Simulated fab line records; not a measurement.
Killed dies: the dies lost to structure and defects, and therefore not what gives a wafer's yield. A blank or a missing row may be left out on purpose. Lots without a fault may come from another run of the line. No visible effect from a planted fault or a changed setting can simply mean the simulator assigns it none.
fab line records | flow n5-finfet
record lots=7 wafers=39
route steps=1938 shown FIN_SAQP@94 DUMMY_GATE@237
start-h: hours from the record's first day to the start of the lot's first wafer shown | wait-h: how many hours have passed since the lot's step before this one | " identical to the entry in the row above | L1.1+2: one row covering several wafers at once | - no value, or no start was given | * or withheld: withheld | < > ~ a bound
route shown NAME@n: a module of which the file shows steps, and the number in the route of the first | usual: mean/standard deviation taken from wafers without a fault | same: alike in all rows | chamber/n: place in a boat | sites: the reading at each site | _std_site: standard deviation across them | _edge_site: mean of outer sites minus mean of inner sites | radius-mm: how far each site lies from the wafer's centre | mask NAME#n: copy n | behind: the tool/chamber that last shaped the wafer | hold: what put the lot on hold/how long, in hours/how the hold closed | device: the transistor (n, p or np) that didn't switch | end of line: tests run on the same wafers once the route is complete | a step given without rows: its recipe and nothing more | killed: count of dies lost to structure and defects at first sort (not the wafer's yield) | map: the dies of a wafer, with x for killed, . for not killed, _ for no die there
set.NAME: the run value of the setting; set.NAME@STEP: its run value at that earlier step | model.NAME: the simulator's own value behind a step, which no gauge read
lots where settings were altered on purpose, with a table for each step and a row for each wafer
## steps
# step N5_FIN_SAQP_ALD_61
# recipe material=SiO2 target-thk-a=40 temp-c=300 ald-precursor-family=BDEAS ald-co-reactant=O2-plasma pulse-time-s=1 purge-time-s=2 co-reactant-purge-time-s=2 ald-cycles=43 pressure-torr=2
# columns lot.wafer tool chamber start-h wait-h set.temp-c model.SiO2_of_FIN_SAQP_ALD_61.thk-nm
L074.1 ald-sin-01 3 20.85 0.1 314 3.92
L074.2 " 1 " " 314 3.947
L074.3 " 2 " " 300 3.983
L074.4 " 0 " " 300 4.001
L074.5 " 3 " " 314 3.921
L074.6 " 2 " " 300 3.988
L078.1 ald-sin-01 3 46.35 0.8 300 4.012
L078.2 " 2 " " 291.8 4.111
L078.3 " 1 " " 291.8 4.142
L078.4 " 0 " " 300 4.006
L078.5 " 2 " " 291.8 4.144
L078.6 " 1 " " 300 4.041
L086.1 ald-sin-04 0 93.80 1.3 300 3.98
L086.2 " 1 " " 300 3.995
L086.3 " 2 " " 300 3.986
L086.4 " 3 " " 300 4.008
L086.5 " 3 " " 300 3.996
L086.6 " 2 " " 300 3.976
L089.1 ald-sin-01 2 110.58 0.0 286 4.213
L089.2 " 3 " " 300 4.045
L089.3 " 1 " " 286 4.231
L089.4 " 0 " " 300 4.002
L089.5 " 3 " " 300 4.041
L089.6 " 0 " " 286 4.216
L090.1 ald-sin-01 2 117.36 0.7 300 3.98
L090.3 " 1 " " 300 4.012
L090.5 " 3 " " 300 4.051
L093.1 ald-sin-02 1 135.08 0.0 300 3.999
L093.2 " 2 " " 300 4.009
L093.3+6 " 3 " " 300 4.006
L093.4 " 0 " " 300 4.024
L093.5 " 2 " " 300 4.011
L095.1 ald-sin-04 1 146.70 0.2 300 4.014
L095.2 " 0 " " 300 4
L095.3 " 2 " " 309.4 3.93
L095.4 " 3 " " 300 4.003
L095.5 " 2 " " 309.4 3.933
L095.6 " 1 " " 309.4 3.971
# step N5_DUMMY_GATE_ETCH_37
# recipe chemistry=N2/H2 target=SOC target-depth-a=600 overetch-a=300 temp-c=40 ion-energy-ev=200 pressure-mtorr=30 source-w=840 bias-w=150 n2-flow-sccm=200 h2-flow-sccm=200
# usual rf-vpp-V=523.7/2.7
# columns lot.wafer tool chamber start-h wait-h set.source-w rf-vpp-V
L074.1 rie-diel-03 3 47.69 0.0 693.9 558.7
L074.2 " 2 " " 693.9 560.5
L074.3 " 1 " " 693.9 556.1
L074.4 " 0 " " 840 527.0
L074.5 " 1 " " 840 520.6
L074.6 " 2 " " 840 526.7
L078.1 rie-diel-01 2 72.93 0.0 951.6 500.3
L078.2 " 1 " " 840 520.8
L078.3 " 3 " " 840 526.5
L078.4 " 3 " " 840 527.6
L078.5 " 2 " " 951.6 501.8
L078.6 " 1 " " 951.6 498.0
L086.1 rie-diel-02 3 120.03 0.0 840 526.4
L086.2 " 1 " " 840 524.5
L086.3 " 2 " " 711.2 550.5
L086.4 " 0 " " 711.2 552.3
L086.5 " 1 " " 711.2 552.4
L086.6 " 2 " " 840 520.2
L089.1 rie-diel-01 2 137.43 0.0 840 523.0
L089.2 " 3 " " 840 525.7
L089.3 " 0 " " 840 525.6
L089.4 " 1 " " 894.9 508.9
L089.5 " 3 " " 894.9 515.9
L089.6 " 0 " " 894.9 513.6
L090.1 rie-diel-02 2 144.06 0.0 840 520.3
L090.3 " 0 " " 840 522.5
L090.5 " 3 " " 840 528.1
L093.1 rie-diel-02 0 163.66 0.0 840 523.0
L093.2 " 3 " " 840 528.5
L093.3 " 2 " " 928.1 502.5
L093.4 " 1 " " 840 524.0
L093.5 " 3 " " 928.1 512.4
L093.6 " 2 " " 928.1 503.4
L095.1 rie-diel-02 3 175.23 0.0 697.4 562.4
L095.2 " 1 " " 697.4 556.0
L095.3 " 0 " " 840 522.7
L095.4 " 2 " " 697.4 552.1
L095.5 " 3 " " 840 528.5
L095.6 " 2 " " 840 518.6
## key
split step=N5_FIN_SAQP_ALD_61 setting=temp-c stated=300 by=wafer
response step=N5_FIN_SAQP_ALD_61 reading=model.SiO2_of_FIN_SAQP_ALD_61.thk-nm change=-0.0275 per=1% r=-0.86
split step=N5_DUMMY_GATE_ETCH_37 setting=source-w stated=840 by=wafer
response step=N5_DUMMY_GATE_ETCH_37 reading=rf-vpp-V change=-1.9 per=1% r=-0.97
